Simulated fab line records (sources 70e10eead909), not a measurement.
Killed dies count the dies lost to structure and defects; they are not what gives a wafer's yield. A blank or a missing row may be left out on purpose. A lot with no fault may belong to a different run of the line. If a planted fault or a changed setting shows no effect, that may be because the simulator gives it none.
Chamber matching | flow nand_harc | pecvd-02 running NHARC_A_STAIRCASE_DEP_280: 3 sister chambers
The step deposits SiON, target thk 30 nm. 16 wafers are shown with their chamber, then 8 later ones without.

WAFERS, EACH WITH ITS CHAMBER
wafer  | chamber | heater_power_w (W) | rf_fwd_power_W (W)
L076.1 | 2       | 636                | 346.4
L076.4 | 1       | 740                | 348.9
L076.5 | 1       | 726                | 347.9
L084.1 | 0       | 597                | 350.5
L084.4 | 2       | 634                | 345.8
L084.6 | 0       | 599                | 349.0
L086.2 | 0       | 613                | 349.8
L086.5 | 0       | 627                | 349.1
L086.6 | 2       | 616                | 348.7
L087.2 | 0       | 586                | 348.7
L087.3 | 2       | 729                | 346.9
L087.6 | 1       | 811                | 346.7
L088.1 | 0       | 561                | 349.9
L088.2 | 1       | 790                | 346.1
L088.4 | 0       | 582                | 349.9
L089.3 | 0       | 641                | 348.4

SIGNATURES (means of the wafers above)
reading        | chamber 0 | chamber 1 | chamber 2 | scatter within a chamber
heater_power_w | 600.75    | 766.75    | 653.75    | 36.5
rf_fwd_power_W | 349.413   | 347.400   | 346.950   | 0.999
Rule: for each reading, subtract the chamber's mean from the wafer's reading, divide by that reading's scatter and square the result; add these up over the readings and take the root, which gives the wafer's distance from the chamber. If the next closest chamber is less than 2 further off than the closest, the wafer can't be placed; otherwise it belongs to the closest. How the scatter is found: for the shown wafers, subtract from each reading the mean of its chamber, square and add these, divide the total by (wafers less chambers), then take the root.

WAFERS WITHOUT THEIR CHAMBER
wafer  | heater_power_w (W) | rf_fwd_power_W (W)
L089.4 | 657                | 347.9
L089.6 | 730                | 348.0
L094.2 | 713                | 346.2
L094.3 | 660                | 346.3
L094.4 | 632                | 347.9
L097.2 | 883                | 346.7
L097.4 | 653                | 352.0
L097.6 | 905                | 345.7

EACH ONE'S CHAMBER
wafer  | from the rows above     | in truth
L089.4 | can't be placed: 2 or 0 | 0
L089.6 | can't be placed: 1 or 2 | 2
L094.2 | can't be placed: 2 or 1 | 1
L094.3 | 2                       | 2
L094.4 | can't be placed: 2 or 0 | 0
L097.2 | 1                       | 1
L097.4 | 0                       | 0
L097.6 | 1                       | 1
4 of 8 placed correctly. Unplaceable from these rows: 4, with the true chamber sitting among the candidates in 4. 0 placed wrongly.
